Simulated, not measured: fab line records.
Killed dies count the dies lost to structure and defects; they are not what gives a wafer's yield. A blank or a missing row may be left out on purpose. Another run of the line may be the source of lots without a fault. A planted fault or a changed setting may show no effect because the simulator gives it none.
Code-filled problem report in 8D (eight disciplines) form | flow nand_harc | the parts of the form that need people (team, actions taken, sign-off) are left out

## 1. WHAT IS WRONG
thk_nm at NHARC_A_ONON_D1_THK_MEAS_08 reads a mean of 1554 nm on 2 wafers of 2 lots; wafers without a fault read 1001 nm with a standard deviation of 11. Measured from the usual mean, that is +50 standard deviations.
The step: measures by ellipsometry.
The first sign was on wafer L367.4 at day 15 15:22, on film_metro-01. At this step, 42 wafers from 14 lots have a number in the record. Rule for "out", or "out of limits": more than 4 standard deviations from the usual mean. The rest of the wafers with a number are treated as sound.

## 2. WHAT IT IS AND WHAT IT IS NOT
question                    | is                | is not
which readings at this step | thk_nm            | -
which lots                  | L367, L368        | L348, L349, L351, L353, L354, L356, L358, L360, L361, L362, L364, L370
which wafers of those lots  | L367.4, L368.5    | L367.1, L367.2, L368.1, L368.2
read on which gauges        | film_metro-01     | film_metro-02
when                        | from day 15 15:22 | up to then (35 sound wafers); but 5 sound wafers of L368, L370 came after

## 3. THE SUSPECTS, EACH WITH WHAT RULES IT OUT
Counting: if a tool at a process step up to the reading ran every lot that is out, it stays a suspect. Sound lots after the first of them don't rule it out here, since some wafers of a struck lot are sound.
- ruled out: the gauge at NHARC_A_ONON_D1_THK_MEAS_08. All the wafers that are out were read on film_metro-01, but those of them that NHARC_END_SORT_01 has rows for are out there too, on other tools.
- pecvd_onon-01 at NHARC_A_ONON_D1_DEP_06 (target thk 1000 nm): kept. Ran every lot that is out, first one L367 (day 15 14:51); last sound lot up to then L364 (day 14 21:11).
Left after counting: pecvd_onon-01 at NHARC_A_ONON_D1_DEP_06.

## 4. THE CAUSE (what the simulator had put in)
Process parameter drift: pecvd_onon-01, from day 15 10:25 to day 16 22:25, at NHARC_A_ONON_D1_DEP_06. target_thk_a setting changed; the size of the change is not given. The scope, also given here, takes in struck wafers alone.
This tool alone remained once counting was done.

## 5. SEQUENCE OF EFFECTS, ordered by route
Each row: a reading where the mean over the struck wafers with a number is more than 3 standard deviations away from the usual. Only readings for which the record gives a usual standard deviation are gone through. hours: the time from each lot's start at the first step in this table that gives one to its start at this step, as a median over the lots. sigmas: the change in usual standard deviations.
hours | step                        | reading         | usual   | on struck wafers | change | sigmas
0     | NHARC_A_ONON_D1_THK_MEAS_08 | thk_nm          | 1001 nm | 1554             | +553   | +50
414   | NHARC_END_SORT_01           | killed_at_array | 57      | 672              | +615   | +34
414   | NHARC_END_SORT_01           | killed_dies     | 62      | 677              | +615   | +34

## 6. WHAT WOULD HAVE CAUGHT IT SOONER
5 hours passed between the start of the fault at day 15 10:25 and the first reading out of limits at a measuring or inspecting step in this record, taken at day 15 15:22.
Lots out: 2; of these, L368 started NHARC_A_ONON_D1_DEP_06 on pecvd_onon-01 after day 15 15:22. Had the tool been put on hold then, it would have been spared.
